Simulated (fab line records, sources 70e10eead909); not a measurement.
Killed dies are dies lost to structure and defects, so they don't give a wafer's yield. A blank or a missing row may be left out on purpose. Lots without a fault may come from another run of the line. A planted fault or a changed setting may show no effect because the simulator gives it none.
A struck lot beside a sound one | flow nand_harc | 14 steps out of a route of 1159
Sound: wafers L926.3, L926.4, L926.5. Struck: wafer L938.4. (L938.1 of the same lot was not struck and is left out.) The cause comes at the end.
At each step with rows: each side's tool, then ch and its chambers, then its first start. Under that, the readings that differ: sound wafers | struck wafers | difference of the means | sigmas: that difference in standard deviations of wafers without a fault.
alike: readings whose means differ by less than 2 such deviations, and words and numbers that are the same on both sides. not compared: withheld readings, readings that some wafer has no value for, bounds like >300 that may hide the same value, and numbers for which the record gives no deviation and whose values overlap.
The two part at a step that has a row with sigmas, a row that says differs or no value, or rows on one side only. Numbers that don't overlap but have no deviation are shown without sigmas and don't part them. A reading that every wafer of one side lacks parts them only if that side has two wafers or more.

first, 10 steps without rows for these wafers: NHARC_A_STAIRCASE_SRD_150; NHARC_A_STAIRCASE_DEHYDRATE_176 (time 120 s); NHARC_A_STAIRCASE_HMDS_177 (time 30 s); NHARC_A_STAIRCASE_COAT_178; NHARC_A_STAIRCASE_SOFTBAKE_179 (time 170 s); NHARC_A_STAIRCASE_EBR_180; NHARC_A_STAIRCASE_EXPOSE_181 (exposes mask STAIR 2); NHARC_A_STAIRCASE_PEB_182 (peb time 130 s); NHARC_A_STAIRCASE_DEVELOP_183 (time 140 s); NHARC_A_STAIRCASE_HARDBAKE_185 (time 140 s).
NHARC_A_STAIRCASE_DESCUM_186: chemistry O2, time 3 s.
  sound on rie_diel-06 ch 0,2,3, day 11 17:51; struck on rie_diel-06 ch 2, day 14 21:22
  alike: drypump_motor_current_A, mfc_ar_sccm, oes_product_au, rf_vpp_V, showerhead_plenum_p_Torr, throttle_valve_pct
  not compared: rf_hours_counter_h
NHARC_A_STAIRCASE_TRIM_187: chemistry O2, time 211.2 s.
  sound on rie_diel-06 ch 1,2, day 11 17:56; struck on rie_diel-06 ch 1, day 14 21:27
  reading          | sound             | struck | difference | sigmas
  run_length_s (s) | 231.9 232.6 232.7 | 241.6  | +9.2       | +18
  alike: drypump_motor_current_A, mfc_ar_sccm, oes_product_au, rf_vpp_V, showerhead_plenum_p_Torr, throttle_valve_pct
  not compared: rf_hours_counter_h
NHARC_A_STAIRCASE_ETCH_188: etches the open film in C4F8/O2, target depth 100 nm, time 40.5 s.
  sound on rie_diel-06 ch 1,3; struck on rie_diel-06 ch 0
  alike: oes_product_au, rf_vpp_V
  not compared: rf_hours_counter_h
NHARC_END_SORT_01:
  the record has rows for the sound wafers here (prober-02 ch 0, day 19 21:34) and none for the struck ones

WHERE THEY PART
First at NHARC_A_STAIRCASE_TRIM_187; last, within this record, at NHARC_END_SORT_01.

WHY: what the simulator had put in
Process parameter drift: rie_diel-06, from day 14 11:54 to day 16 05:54, at NHARC_A_STAIRCASE_TRIM_187. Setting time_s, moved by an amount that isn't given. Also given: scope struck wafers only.
